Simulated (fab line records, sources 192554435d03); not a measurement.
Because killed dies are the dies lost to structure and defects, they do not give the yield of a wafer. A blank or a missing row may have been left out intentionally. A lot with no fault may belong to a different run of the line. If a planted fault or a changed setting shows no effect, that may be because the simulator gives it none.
Chamber matching | flow n5 finfet | N5_MOL_CONTACT_COAG_ALD_123 on ald sin-04: 4 sister chambers
The step deposits SiNx, target thk 5 nm, pulse time 1 s, purge time 2 s. 4 wafers are shown with their chamber, then 8 later ones without.

## WAFERS, EACH WITH ITS CHAMBER
wafer  | chamber | heater power w (W)
L083.2 | 3       | 811
L087.1 | 1       | 831
L087.5 | 0       | 871
L090.1 | 2       | 921

## WAFERS WITHOUT THEIR CHAMBER
wafer  | heater power w (W)
L090.3 | 761
L090.6 | 777
L094.3 | 869
L094.5 | 871
L094.6 | 771
L097.1 | 758
L097.3 | 867
L097.4 | 948

## CHAMBER TAKEN BY EACH
wafer  | from the rows above               | in truth
L090.3 | can't be placed: 3 or 1 or 0      | 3
L090.6 | can't be placed: 3 or 1 or 0      | 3
L094.3 | can't be placed: 0 or 1 or 2 or 3 | 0
L094.5 | can't be placed: 0 or 1 or 2 or 3 | 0
L094.6 | can't be placed: 3 or 1 or 0      | 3
L097.1 | can't be placed: 3 or 1 or 0      | 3
L097.3 | can't be placed: 0 or 1 or 2 or 3 | 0
L097.4 | can't be placed: 2 or 0           | 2
Correctly placed: 0 of 8. Unplaceable from these rows: 8, with the true chamber sitting among the candidates in 8. Wrongly placed: 0.
How it was worked out, from the rows above alone: a wafer's distance from a chamber is the root of the sum, over the readings, of the square of ((its reading less the chamber's mean) divided by the reading's scatter). The wafer belongs to the nearest chamber; if the next one is less than 2 further off, it can't be placed. The mean given for a chamber averages the wafers shown for that chamber. The scatter: root of mean squared gap, hidden wafer to nearest shown wafer, with one shown wafer a chamber.
